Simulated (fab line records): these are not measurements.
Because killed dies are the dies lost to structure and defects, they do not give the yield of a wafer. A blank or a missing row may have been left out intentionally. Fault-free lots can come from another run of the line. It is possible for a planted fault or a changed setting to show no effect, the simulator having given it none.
Chamber matching | flow nand-harc | rie-diel-13 running NHARC_A_STAIRCASE_DESCUM_219: 4 sister chambers
The step chemistry O2, time 3 s. 14 wafers are shown with their chamber, then 7 later ones without.

WAFERS, EACH WITH ITS CHAMBER
wafer  | chamber | drypump-motor-current-A (A) | showerhead-plenum-p-Torr (Torr) | throttle-valve-pct (%)
L074.1 | 1       | 5.4                         | 2.04                            | 11.304
L074.5 | 3       | 6.4                         | 1.95                            | 11.308
L074.6 | 0       | 5.4                         | 1.95                            | 11.321
L076.2 | 3       | 6.3                         | 1.95                            | 11.311
L076.4 | 1       | 5.4                         | 2.04                            | 11.306
L076.6 | 0       | 5.4                         | 1.95                            | 11.314
L078.1 | 2       | 5.7                         | 1.89                            | 11.329
L078.2 | 0       | 5.4                         | 1.95                            | 11.320
L078.5 | 1       | 5.3                         | 2.04                            | 11.318
L081.2 | 0       | 5.4                         | 1.95                            | 11.307
L081.4 | 1       | 5.3                         | 2.03                            | 11.303
L081.6 | 0       | 5.3                         | 1.95                            | 11.326
L089.3 | 2       | 5.7                         | 1.87                            | 11.310
L089.4 | 3       | 6.4                         | 1.94                            | 11.311

SIGNATURES (means of the wafers above)
reading                  | chamber 0 | chamber 1 | chamber 2 | chamber 3 | scatter within a chamber
drypump-motor-current-A  | 5.380     | 5.350     | 5.700     | 6.367     | 0.0497
showerhead-plenum-p-Torr | 1.9500    | 2.0375    | 1.8800    | 1.9467    | 0.00585
throttle-valve-pct       | 11.31760  | 11.30775  | 11.31950  | 11.31000  | 0.00738
Rule: a wafer lies at a distance from a chamber equal to the root of the sum of squares, over the readings, of (its reading less the chamber's mean, divided by the reading's scatter). If the next closest chamber is less than 2 further off than the closest, the wafer can't be placed; otherwise it belongs to the closest. How the scatter is found: for the shown wafers, subtract from each reading the mean of its chamber, square and add these, divide the total by (wafers less chambers), then take the root.

WAFERS MISSING THEIR CHAMBER
wafer  | drypump-motor-current-A (A) | showerhead-plenum-p-Torr (Torr) | throttle-valve-pct (%)
L089.5 | 5.7                         | 1.87                            | 11.324
L092.1 | 5.3                         | 2.02                            | 11.309
L092.3 | 5.4                         | 1.94                            | 11.295
L092.6 | 5.4                         | 2.02                            | 11.302
L094.1 | 5.4                         | 1.94                            | 11.298
L094.2 | 6.3                         | 1.93                            | 11.312
L094.6 | 5.7                         | 1.87                            | 11.303

CHAMBER TAKEN BY EACH
wafer  | from the rows above | in truth
L089.5 | 2                   | 2
L092.1 | 1                   | 1
L092.3 | 0                   | 0
L092.6 | 1                   | 1
L094.1 | 0                   | 0
L094.2 | 3                   | 3
L094.6 | 2                   | 2
Correctly placed: 7 of 7. From these rows, 0 cannot be placed. Placed wrongly: 0.
